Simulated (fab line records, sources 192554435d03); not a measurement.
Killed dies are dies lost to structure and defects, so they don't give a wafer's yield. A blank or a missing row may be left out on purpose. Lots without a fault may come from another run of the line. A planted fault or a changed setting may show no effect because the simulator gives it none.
Chamber matching | flow n5_finfet | N5_BEOL_M7_DEP_56 on pecvd-01: 3 sister chambers
The step deposits SiCN from 3MS/NH3, target thk 10 nm, time 17.5 s. 24 wafers are shown with their chamber, then 12 later ones without.

WAFERS WITH THEIR CHAMBER
wafer  | chamber | throttle_valve_pct (%) | showerhead_plenum_p_Torr (Torr)
L078.1 | 0       | 9.10                   | 3.649
L078.2 | 2       | 8.84                   | 3.668
L078.3 | 1       | 9.37                   | 3.649
L082.1 | 1       | 9.42                   | 3.649
L082.4 | 2       | 8.72                   | 3.661
L082.5 | 0       | 8.84                   | 3.663
L081.2 | 2       | 8.95                   | 3.666
L081.3 | 1       | 9.56                   | 3.649
L081.4 | 0       | 8.82                   | 3.657
L083.1 | 2       | 8.89                   | 3.659
L083.5 | 0       | 8.87                   | 3.660
L083.6 | 2       | 8.59                   | 3.676
L085.3 | 1       | 9.25                   | 3.653
L085.4 | 1       | 9.67                   | 3.648
L085.5 | 2       | 8.93                   | 3.671
L088.3 | 2       | 8.90                   | 3.659
L088.4 | 1       | 9.31                   | 3.657
L088.5 | 2       | 9.06                   | 3.662
L089.1 | 2       | 9.00                   | 3.664
L089.2 | 1       | 9.38                   | 3.650
L089.6 | 1       | 9.20                   | 3.658
L091.3 | 2       | 8.93                   | 3.665
L091.4 | 1       | 9.40                   | 3.666
L091.5 | 2       | 8.80                   | 3.668

SIGNATURES (means of the wafers above)
reading                  | chamber 0 | chamber 1 | chamber 2 | scatter within a chamber
throttle_valve_pct       | 8.9075    | 9.3956    | 8.8736    | 0.137
showerhead_plenum_p_Torr | 3.65725   | 3.65322   | 3.66536   | 0.00566
Rule: a wafer's distance from a chamber is the root of the sum, over the readings, of the square of ((its reading less the chamber's mean) divided by the reading's scatter). The wafer belongs to the nearest chamber; if the next one is less than 2 further off, it can't be placed. The scatter: the root of (the sum of the squares of (reading less its chamber's mean) over the shown wafers, divided by (wafers less chambers)).

WAFERS WITHOUT THEIR CHAMBER
wafer  | throttle_valve_pct (%) | showerhead_plenum_p_Torr (Torr)
L090.1 | 8.87                   | 3.665
L090.4 | 8.87                   | 3.665
L090.5 | 9.52                   | 3.661
L095.1 | 9.41                   | 3.642
L095.4 | 9.40                   | 3.653
L095.6 | 8.81                   | 3.650
L096.3 | 9.47                   | 3.643
L096.5 | 9.54                   | 3.645
L096.6 | 8.84                   | 3.670
L097.1 | 8.89                   | 3.651
L097.2 | 8.73                   | 3.666
L097.5 | 9.16                   | 3.656

WHICH CHAMBER EACH WENT THROUGH
wafer  | from the rows above          | in truth
L090.1 | can't be placed: 2 or 0      | 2
L090.4 | can't be placed: 2 or 0      | 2
L090.5 | 1                            | 1
L095.1 | 1                            | 1
L095.4 | 1                            | 1
L095.6 | can't be placed: 0 or 2      | 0
L096.3 | 1                            | 1
L096.5 | 1                            | 1
L096.6 | can't be placed: 2 or 0      | 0
L097.1 | can't be placed: 0 or 2      | 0
L097.2 | can't be placed: 2 or 0      | 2
L097.5 | can't be placed: 1 or 0 or 2 | 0
Placed correctly: 5 of 12. Can't be placed from these rows: 7 (the true chamber is among the candidates in 7). Placed wrongly: 0.
